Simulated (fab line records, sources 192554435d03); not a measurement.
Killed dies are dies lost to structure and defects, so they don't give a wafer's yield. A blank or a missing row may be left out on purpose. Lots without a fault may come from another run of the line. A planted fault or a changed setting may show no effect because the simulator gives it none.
A struck lot beside a sound one | flow n5_finfet | 13 steps out of a route of 1938
Sound: wafers L708.3, L708.4, L708.6. Struck: wafers L699.4, L699.5, L699.6. The cause comes at the end.
At each step with rows: each side's tool, then ch and its chambers, then its first start. Under that, the readings that differ: sound wafers | struck wafers | difference of the means | sigmas: that difference in standard deviations of wafers without a fault.
alike: readings whose means differ by less than 2 such deviations, and words and numbers that are the same on both sides. not compared: withheld readings, readings that some wafer has no value for, bounds like >300 that may hide the same value, and numbers for which the record gives no deviation and whose values overlap.
The two part at a step that has a row with sigmas, a row that says differs or no value, or rows on one side only. Numbers that don't overlap but have no deviation are shown without sigmas and don't part them. A reading that every wafer of one side lacks parts them only if that side has two wafers or more.

first, 9 steps without rows for these wafers: N5_BEOL_M3_DEVELOP_27 (develop time 30 s); N5_BEOL_M3_DESCUM_33 (chemistry O2, time 7 s); N5_BEOL_M3_ETCH_77 (etches underlayer in N2/H2, target depth 6.5 nm, time 5.2 s); N5_BEOL_M3_ETCH_69 (etches SiARC in CF4, target depth 15.6 nm, time 26 s); N5_BEOL_M3_ALD_98 (deposits SiO2, target thk 2.5 nm, pulse time 1 s, co reactant pulse time 1 s); N5_BEOL_M3_ETCHBACK_99 (etches SiO2 in CHF3, target depth 5 nm, time 10.4 s); N5_BEOL_M3_ETCH_70 (etches SOC in N2/H2, target depth 80 nm, overetch 16 nm, time 120 s); N5_BEOL_M3_STRIP_71 (strips in N2/H2); N5_BEOL_M3_STRIP_78 (strips in N2/H2).
N5_BEOL_M3_VIA_ETCH_34: etches the open film in C4F6/O2, target depth 69.4 nm, time 65.9 s.
  sound on rie_diel-05 ch 0,1,2, day 11 12:31; struck on rie_diel-02 ch 0,2,3, day 9 12:28
  no value came back on the struck wafers for any of 9 readings (C4F6_flow_sccm (sccm), O2_flow_sccm (sccm) and others); on the sound wafers C4F6_flow_sccm (sccm) reads 9.99 9.91 9.95
  reading                                    | sound          | struck      | difference | sigmas
  model.SOC_of_BEOL_M3_COAT_67.thk_nm (nm)   | 51.8 52.4 52.4 | 60 59.8 60  | +8         |
  model.SiARC_of_BEOL_M3_COAT_68.thk_nm (nm) | 0 0 0          | 6.4 6.4 6.4 | +6.4       |
  not compared: rf_hours_counter_h
then, 1 step without rows for these wafers: N5_BEOL_M3_STRIP_83 (strips in C4F6/O2).
N5_BEOL_M4_RC_MEAS_101:
  the record has rows for the sound wafers here (prober-02 ch 0, day 12 06:36) and none for the struck ones
-- the record jumps here: 5 days lie between the struck wafers' starts before and after (it left off in module BEOL_M4 and takes up again in module PASSIVATION, whose first step shown is number 1936 of the route) --
N5_PASSIVATION_PROBE_49:
  the record has rows for the struck wafers here (prober-01, day 14 19:26) and none for the sound ones

WHERE THEY PART
First at N5_BEOL_M3_VIA_ETCH_34; last, within this record, at N5_PASSIVATION_PROBE_49.

WHY: what the simulator had put in
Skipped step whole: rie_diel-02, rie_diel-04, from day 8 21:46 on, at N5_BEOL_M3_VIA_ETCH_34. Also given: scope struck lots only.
